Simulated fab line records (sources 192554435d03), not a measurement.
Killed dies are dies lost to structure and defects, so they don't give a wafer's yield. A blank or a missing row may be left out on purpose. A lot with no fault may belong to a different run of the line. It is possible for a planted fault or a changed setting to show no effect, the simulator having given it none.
fab line records	flow n5_finfet
[record] lots = 9	wafers = 27	last_day = 17
route steps=1938 shown BEOL_M3@971 BEOL_M4@1111
lots that met no fault: from a run of the same line without faults
start_h: start of the lot's first displayed wafer, in hours after the record's first day	wait_h: time in hours since the lot's previous step	" same as the row above	L1.1+2: several wafers, shown together as one row	- no value present, or no start provided	* or withheld: withheld	< > ~ a bound
route shown NAME@n: names a module that has steps shown in the file, with the first one's number in the route	usual: mean/standard deviation of fault-free wafers	same: alike in all rows	chamber/n: place in a boat	sites: each site's reading	_std_site: the values' standard deviation	_edge_site: outer sites' mean less inner sites'	radius_mm: how far each site lies from the wafer's centre	mask NAME#n: copy n	behind: the most recent tool/chamber to have shaped the wafer	hold: why the lot was held/for how many hours/how that ended	device: the n, p or np transistor that did not switch	end of line: the same wafers' tests at the end of the route	a step given without rows: its recipe and nothing more	killed: dies lost to structure and defects at the first sort, not the wafer's yield	map: a wafer's dies, marking killed ones x, the rest . and places with no die _
set.NAME: setting as actually run; set.NAME@STEP: the setting as run at that earlier step	model.NAME: the simulator's own value behind a step, which no gauge read
the route's steps for a sample of lots (tables are steps, rows are wafers)
services: a tool's chamber out of use, with start hour (start_h, from the record's first day; less than 0 if before it), hours out, and reason
[[steps]]
[step N5_BEOL_M3_ETCH_69]
[recipe] chemistry = CF4	target = SiARC	target_depth_a = 156	mask_material = CAR-EUV	time_s = 26	ion_energy_ev = 80	pressure_mtorr = 40	source_w = 545	bias_w = 36	Ar_flow_sccm = 100	cf4_flow_sccm = 100	ends = cleared
[usual] drypump_motor_current_A = 5.6/0.5	etch_rf_on_time_s = 26.2/0.39	oes_product_au = 0.67/0.069	rf_vpp_V = 184.1/1.1	showerhead_plenum_p_Torr = 2.15/0.065	throttle_valve_pct = 15.65/0.23
lot.wafer	tool	chamber	start_h	wait_h	drypump_motor_current_A	etch_rf_on_time_s	oes_product_au	rf_hours_counter_h	rf_vpp_V	showerhead_plenum_p_Torr	throttle_valve_pct
L495.4	rie_diel-06	3	160.63	0.0	6.7	25.6	0.77	29	185.0	2.19	15.37
L495.5	"	1	"	"	5.3	25.8	0.74	-	184.6	2.18	15.64
L495.6	"	0	"	"	5.5	26.2	0.64	-	182.7	2.06	15.80
L496.1	rie_diel-05	1	161.78	0.0	5.6	25.9	0.59	243	181.7	2.03	16.02
L496.2	"	0	"	"	5.3	26.2	0.65	152	183.8	2.15	15.42
L496.6	"	2	"	"	6.0	26.4	0.59	-	184.7	2.12	15.93
L500.2	rie_diel-06	0	195.35	0.0	5.5	25.6	0.65	155	184.4	2.06	15.81
L500.4	"	1	"	"	5.3	25.9	0.73	65	183.9	2.18	15.66
L500.6	"	3	"	"	6.7	25.6	0.75	-	183.3	2.18	15.38
L502.1	rie_diel-05	3	195.40	0.0	5.4	26.2	0.63	176	184.8	2.23	15.64
L502.2	"	0	"	"	5.3	26.0	0.65	162	183.6	2.14	15.44
L502.6	"	3	"	"	5.4	26.3	0.62	-	186.1	2.23	15.64
L507.1	rie_diel-05	0	223.38	0.0	5.3	26.0	0.65	172	183.6	2.14	15.47
L507.2	"	3	"	"	5.4	26.0	0.63	186	184.1	2.22	15.67
L507.3	"	1	"	"	5.6	25.5	0.80	6	185.8	2.28	15.56
L508.1	rie_diel-03	3	245.25	0.0	5.1	26.1	0.70	105	183.2	2.16	15.52
L508.4	"	1	"	"	5.2	27.0	0.59	225	184.9	2.21	15.74
L508.6	"	0	"	"	5.3	26.6	0.59	-	186.1	2.20	15.69
L513.1	rie_diel-06	1	261.27	0.0	5.4	26.0	0.71	86	182.9	2.17	15.69
L513.2	"	3	"	"	6.8	25.6	0.72	65	184.5	2.18	15.45
L513.3	"	2	"	"	5.7	26.5	0.61	166	183.9	2.06	16.02
L516.3	rie_diel-05	1	283.35	0.0	5.6	25.3	0.76	25	185.2	2.27	15.60
L516.4	"	2	"	"	6.0	25.9	0.80	15	182.6	2.10	15.51
L516.6	"	1	"	"	5.6	25.5	0.76	-	184.0	2.27	15.60
L515.1	rie_diel-06	2	283.47	0.0	5.7	26.8	0.60	173	182.3	2.06	16.04
L515.3	"	1	"	"	5.3	26.0	0.71	93	185.4	2.17	15.71
L515.5	"	2	"	"	5.7	26.8	0.61	-	184.3	2.06	16.05
[step N5_BEOL_M3_VIA_ETCH_34]
[recipe] chemistry = C4F6/O2	target_depth_a = 694	mask_material = SOC	pressure_mtorr = 15	ion_energy_ev = 250	taper_deg = 4	time_s = 65.9	source_w = 350	bias_w = 170	Ar_flow_sccm = 300	C4F6_flow_sccm = 10	O2_flow_sccm = 10
[usual] drypump_motor_current_A = 5.5/0.5	oes_product_au = 0.78/0.086	rf_vpp_V = 665/7.5	showerhead_plenum_p_Torr = 2.86/0.086	throttle_valve_pct = 30.80/0.23
lot.wafer	tool	chamber	start_h	wait_h	drypump_motor_current_A	oes_product_au	rf_hours_counter_h	rf_vpp_V	showerhead_plenum_p_Torr	throttle_valve_pct
L495.4	rie_diel-03	3	164.78	0.0	5.1	0.84	-	656	2.87	30.67
L495.5	"	0	"	"	5.3	0.70	-	679	2.93	30.70
L495.6	"	1	"	"	5.2	0.71	-	661	2.94	30.75
L496.1	rie_diel-05	0	164.79	0.0	5.3	0.77	153	656	2.86	30.59
L496.2	"	3	"	"	5.4	0.74	167	665	2.96	30.64
L496.6	"	1	"	"	5.6	0.70	-	666	2.69	31.03
L500.2	rie_diel-06	3	195.91	0.0	6.8	0.88	42	672	2.91	30.61
L500.4	"	2	"	"	5.7	0.74	143	667	2.74	31.19
L500.6	"	3	"	"	6.7	0.87	-	673	2.91	30.61
L502.1	rie_diel-05	3	200.94	0.0	5.4	0.73	178	663	2.95	30.66
L502.2	"	2	"	"	6.0	0.68	244	664	2.80	31.10
L502.6	"	3	"	"	5.4	0.74	-	665	2.95	30.65
L507.1	rie_diel-03	2	229.71	0.0	4.8	1.22	11	663	2.80	30.37
L507.2	"	1	"	"	5.2	0.91	219	659	2.93	30.83
L507.3	"	0	"	"	5.4	0.70	208	677	2.92	30.70
L508.1	rie_diel-06	0	246.80	0.0	5.5	0.74	171	654	2.73	31.09
L508.4	"	2	"	"	5.7	0.72	161	668	2.73	31.23
L508.6	"	0	"	"	5.5	0.73	-	653	2.73	31.10
L513.1	rie_diel-05	0	267.65	0.0	5.3	0.73	187	656	2.84	30.62
L513.2	"	2	"	"	6.0	0.95	11	665	2.79	30.96
L513.3	"	1	"	"	5.6	0.90	20	677	3.02	30.88
L516.3	rie_diel-06	0	287.21	0.0	5.5	0.73	185	654	2.72	31.11
L516.4	"	2	"	"	5.7	0.72	174	667	2.72	31.23
L516.6	"	2	"	"	5.7	0.72	-	669	2.72	31.23
L515.1	rie_diel-03	1	287.24	0.0	5.2	0.67	236	660	2.93	30.79
L515.3	"	0	"	"	5.4	0.68	227	677	2.91	30.71
L515.5	"	1	"	"	5.2	0.67	-	660	2.93	30.77
[step N5_BEOL_M3_STRIP_97]
[recipe] chemistry = N2/H2	time_s = 10	power_w = 450	temp_c = 40	pressure_mtorr = 20	rf_frequency_hz = 6e+07	bias_power_w = 7	n2_flow_sccm = 200	h2_flow_sccm = 200
[usual] drypump_motor_current_A = 5.5/0.49	oes_product_au = 0.79/0.085	rf_vpp_V = 59.2/0.84	showerhead_plenum_p_Torr = 2.55/0.082	throttle_valve_pct = 23.6/0.35
lot.wafer	tool	chamber	start_h	wait_h	drypump_motor_current_A	oes_product_au	rf_hours_counter_h	rf_vpp_V	showerhead_plenum_p_Torr	throttle_valve_pct
L495.4	rie_diel-03	3	-	-	5.1	0.85	-	58.8	2.56	23.4
L495.5	"	0	"	"	5.4	0.71	-	58.2	2.64	23.7
L495.6	"	1	"	"	5.2	0.72	-	59.4	2.63	23.6
L496.1	rie_diel-05	0	-	-	5.3	0.77	153	59.2	2.54	23.1
L496.2	"	3	"	"	5.4	0.75	167	57.8	2.64	23.4
L496.6	"	1	"	"	5.6	0.70	-	58.1	2.39	24.0
L500.2	rie_diel-06	3	-	-	6.8	0.88	42	58.9	2.58	23.2
L500.4	"	2	"	"	5.7	0.75	143	59.3	2.45	24.2
L500.6	"	3	"	"	6.8	0.89	-	59.4	2.58	23.2
L502.1	rie_diel-05	3	-	-	5.4	0.74	178	60.5	2.64	23.4
L502.2	"	2	"	"	6.0	0.69	244	56.8	2.50	24.2
L502.6	"	3	"	"	5.4	0.74	-	58.7	2.64	23.4
L507.1	rie_diel-03	2	-	-	4.8	0.92	12	59.5	2.48	23.0
L507.2	"	1	"	"	5.2	0.69	219	59.3	2.62	23.7
L507.3	"	0	"	"	5.4	0.69	208	59.2	2.63	23.7
L508.1	rie_diel-06	0	-	-	5.5	0.74	171	59.0	2.42	23.8
L508.4	"	2	"	"	5.7	0.73	161	59.1	2.44	24.2
L508.6	"	0	"	"	5.5	0.74	-	58.8	2.42	23.8
L513.1	rie_diel-05	0	-	-	5.3	0.74	187	59.0	2.52	23.2
L513.2	"	2	"	"	6.0	0.95	11	57.6	2.49	23.9
L513.3	"	1	"	"	5.6	0.90	21	59.9	2.70	23.7
L516.3	rie_diel-06	0	-	-	5.5	0.72	185	60.0	2.41	23.8
L516.4	"	2	"	"	5.7	0.72	174	59.2	2.43	24.3
L516.6	"	2	"	"	5.7	0.71	-	58.9	2.43	24.3
L515.1	rie_diel-03	1	-	-	5.2	0.68	236	60.9	2.61	23.7
L515.3	"	0	"	"	5.3	0.68	227	59.2	2.62	23.8
L515.5	"	1	"	"	5.2	0.68	-	59.9	2.61	23.7
[step N5_BEOL_M3_PRE_CLEAN_45]
[recipe] gas = H2/He	time_s = 30	temp_c = 250
[usual] heater_power_w = 316/18
lot.wafer	tool	chamber	start_h	wait_h	heater_power_w
L495.4	pvd_sputter-02	-	165.31	0.0	328
L495.5	"	-	"	"	297
L495.6	"	-	"	"	329
L496.1	pvd_sputter-03	-	165.39	0.0	314
L496.2	"	-	"	"	303
L496.6	"	-	"	"	342
L500.2	pvd_sputter-02	-	196.60	0.0	324
L500.4	"	-	"	"	277
L500.6	"	-	"	"	328
L502.1	pvd_sputter-02	-	201.58	0.0	344
L502.2	"	-	"	"	333
L502.6	"	-	"	"	304
L507.1	pvd_sputter-01	-	231.15	0.0	323
L507.2	"	-	"	"	317
L507.3	"	-	"	"	322
L508.1	pvd_sputter-01	-	247.54	0.0	311
L508.4	"	-	"	"	328
L508.6	"	-	"	"	326
L513.1	pvd_sputter-01	-	268.47	0.0	318
L513.2	"	-	"	"	314
L513.3	"	-	"	"	307
L516.3	pvd_sputter-01	-	287.87	0.0	306
L516.4	"	-	"	"	327
L516.6	"	-	"	"	327
L515.1	pvd_sputter-03	-	287.90	0.0	312
L515.3	"	-	"	"	302
L515.5	"	-	"	"	301
[step N5_BEOL_M4_RC_MEAS_101]
[usual] DIBL_N = 36.4/1.5	DIBL_P = 36.4/1.6	IOFF_N = 0.164/0.025	IOFF_P = 0.214/0.028	ION_N = 675/9.9	ION_P = 463/6.5	SS_N = 71.5/0.5	SS_P = 73.3/0.56	VT_N = 249.2/2.7	VT_P = -250.1/2.8
lot.wafer	tool	chamber	start_h	wait_h	DIBL_N[mV/V]	DIBL_P[mV/V]	IOFF_N[nA/um]	IOFF_P[nA/um]	ION_N[uA/um]	ION_P[uA/um]	SS_N[mV/dec]	SS_P[mV/dec]	VT_N[mV]	VT_P[mV]
L495.4	prober-02	0	180.43	0.5	35.8	37.5	0.165	0.224	677	471	71.8	73.8	249.6	-249.5
L495.5	"	0	"	"	36.0	37.2	0.168	0.219	682	467	71.8	73.6	247.4	-249.8
L495.6	"	0	"	"	35.8	36.9	0.166	0.208	687	467	70.9	73.2	248.3	-250.5
L496.1	prober-01	0	183.12	0.0	36.4	36.9	0.153	0.173	671	455	71.8	73.3	248.6	-253.4
L496.2	"	0	"	"	34.1	34.1	0.111	0.145	657	440	70.8	72.7	256.2	-257.7
L496.6	"	0	"	"	35.7	35.4	0.134	0.160	656	447	71.7	73.6	252.8	-254.4
L500.2	prober-01	0	214.72	1.1	38.0	38.1	0.188	0.232	679	458	71.8	73.6	246.1	-248.4
L500.4	"	0	"	"	39.0	39.0	0.219	0.242	694	469	72.1	73.2	242.9	-249.2
L500.6	"	0	"	"	38.1	37.9	0.191	0.228	688	466	71.2	74.3	244.9	-249.0
L502.1	prober-01	0	216.73	0.4	38.2	35.8	0.172	0.221	674	459	72.2	73.0	249.4	-249.3
L502.2	"	0	"	"	38.7	36.1	0.184	0.239	681	470	72.0	73.4	246.6	-247.6
L502.6	"	0	"	"	38.6	36.6	0.187	0.254	675	465	71.8	73.6	245.5	-248.3
L507.1	prober-01	0	243.32	0.0	37.4	38.4	0.186	0.244	676	466	71.7	73.3	248.0	-251.3
L507.2	"	0	"	"	37.2	38.6	0.181	0.239	677	464	71.7	73.4	249.7	-250.6
L507.3	"	0	"	"	37.9	38.8	0.203	0.244	679	458	72.0	73.5	248.6	-246.8
L508.1	prober-02	0	264.94	0.0	35.4	33.4	0.136	0.170	675	462	71.7	72.2	252.1	-252.7
L508.4	"	0	"	"	35.3	34.4	0.144	0.180	672	458	71.2	72.3	252.8	-253.9
L508.6	"	0	"	"	36.4	35.1	0.163	0.200	685	472	71.6	72.8	251.1	-253.5
L513.1	prober-01	0	288.38	0.0	37.0	37.4	0.161	0.218	674	463	71.5	73.1	247.9	-252.6
L513.2	"	0	"	"	36.1	36.9	0.150	0.207	677	464	72.0	72.8	247.4	-249.7
L513.3	"	0	"	"	36.7	37.4	0.152	0.208	669	464	71.9	73.1	248.8	-250.3
L516.3	prober-02	0	303.39	0.3	37.4	37.1	0.184	0.225	675	464	71.4	73.8	246.9	-250.5
L516.4	"	0	"	"	36.6	36.1	0.164	0.212	674	457	71.6	73.7	251.0	-251.4
L516.6	"	0	"	"	37.8	36.8	0.174	0.218	678	459	71.2	74.1	249.6	-249.9
L515.1	prober-02	0	304.01	0.7	35.5	35.8	0.140	0.200	660	457	71.3	72.4	250.5	-249.5
L515.3	"	0	"	"	36.0	36.8	0.158	0.221	670	465	72.0	73.2	249.4	-250.0
L515.5	"	0	"	"	36.3	36.5	0.155	0.216	665	464	71.7	72.3	251.5	-250.7
[[services]]
tool	chamber	start_h	hours	kind
rie_diel-06	3	158.92	1.5	repair
rie_diel-03	2	161.17	-	clean
rie_diel-03	2	161.17	-	consumable_replace:focus_ring
rie_diel-03	2	161.17	17.2	scheduled_down
rie_diel-03	2	161.17	17.2	vent_cycle
rie_diel-05	1	189.36	-	clean
rie_diel-05	1	189.36	-	consumable_replace:focus_ring
rie_diel-05	1	189.36	-	consumable_replace:showerhead
rie_diel-05	1	189.36	17.0	scheduled_down
rie_diel-05	1	189.36	17.0	vent_cycle
rie_diel-03	2	208.36	12.5	repair
rie_diel-03	3	217.87	22.0	repair
rie_diel-05	2	219.60	-	clean
rie_diel-05	2	219.60	-	consumable_replace:focus_ring
rie_diel-05	2	219.60	16.4	scheduled_down
rie_diel-05	2	219.60	16.4	vent_cycle
rie_diel-05	3	240.96	8.6	repair
rie_diel-05	2	283.44	5.7	repair
[[key]]
[first_sign] step = N5_BEOL_M3_VIA_ETCH_34	reading = oes_product_au	direction = up	sigmas = 3.2	usual = 0.78	struck = 1.06
effect none on later readings
met_at N5_BEOL_M3_VIA_ETCH_34
struck_lots L507
struck_wafers L507.1,L507.2
not_acting_at N5_BEOL_M3_ETCH_69,N5_BEOL_M3_STRIP_97,N5_BEOL_M3_PRE_CLEAN_45
onset_between 164.78 229.71
[fault] kind = process_parameter_drift	tool = rie_diel-03	chamber = -	onset_h = 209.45	steps = N5_BEOL_M3_VIA_ETCH_34	channel = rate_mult	offset = 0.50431	shape = step	end_h = 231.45	scope = struck_wafers_only
